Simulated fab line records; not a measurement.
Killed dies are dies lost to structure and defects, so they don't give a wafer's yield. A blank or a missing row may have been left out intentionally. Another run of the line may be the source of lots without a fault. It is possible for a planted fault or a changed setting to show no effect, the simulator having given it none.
One fault seen from 2 desks + flow nand harc + only its own numbers are on each desk; what lay behind them is given at the end

THE DEFECT DESK
What the inspections along the route counted, lot by lot: means of the sampled wafers that have a number. Marked OUT: a lot whose mean sits more than 4 standard deviations from the usual mean, which makes it out of limits; the brackets give that distance.
Columns: A = raw defect count at NHARC_P_ZERO_WELL_INSPECT_43, usual 13; B = raw defect count at NHARC_P_STI_INSPECT_11, usual 6.2
| lot  | first seen here | A  | B                       |
|------|-----------------|----|-------------------------|
| L358 | day 2 03:50     | 12 | 6.3                     |
| L370 | day 7 03:41     | 20 | 5.3                     |
| L378 | day 10 11:40    | 6  | 331.0 (+99 or more) OUT |
| L380 | day 11 07:32    | 13 | 5.0                     |
| L381 | day 11 18:11    | 7  | 8.0                     |
Finding of this desk: L378 out of limits; the first was L378 at day 11 06:31, on raw defect count at NHARC_P_STI_INSPECT_11. L358, L370, L380, L381: within limits.

THE METROLOGY DESK
Means of the sampled wafers that have a number, per lot and without regard to the tool the lot ran on: this is what the gauges read. Marked OUT: a lot whose mean sits more than 4 standard deviations from the usual mean, which makes it out of limits; the brackets give that distance.
Columns: A = cd nm at NHARC_P_ZERO_WELL_CD_MEAS_52, usual 1999.5 nm; B = cd nm at NHARC_P_STI_CD_MEAS_09, usual 200.4 nm; C = overlay x nm at NHARC_P_STI_OVL_MEAS_10, usual -2 nm; D = overlay y nm at NHARC_P_STI_OVL_MEAS_10, usual 2 nm
| lot  | first seen here | A      | B     | C  | D |
|------|-----------------|--------|-------|----|---|
| L358 | day 2 02:01     | 2000.3 | 199.6 | 2  | 9 |
| L370 | day 7 01:49     | 1999.7 | 199.3 | -5 | 9 |
| L378 | day 10 09:49    | 1999.3 | 199.1 | -5 | 7 |
| L380 | day 11 05:42    | 1999.4 | 199.8 | -4 | 6 |
| L381 | day 11 16:21    | 2001.7 | 200.8 | 12 | 8 |
Finding of this desk: none of the 5 lots has anything out of limits.

PUT TOGETHER
The defect desk could have raised an alarm at day 11 06:31, on L378.
The metrology desk saw nothing out of limits.
The metrology desk has L378 on record, within its limits.
Every lot named ran NHARC_P_STI_PRECLEAN_27 on wet bench-03.

WHAT HAD BEEN PUT IN BY THE SIMULATOR
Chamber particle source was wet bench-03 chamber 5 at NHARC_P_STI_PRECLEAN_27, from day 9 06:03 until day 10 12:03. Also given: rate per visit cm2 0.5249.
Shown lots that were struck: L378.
Hours from the fault's start to each desk's first reading out of limits: the defect desk, 48.
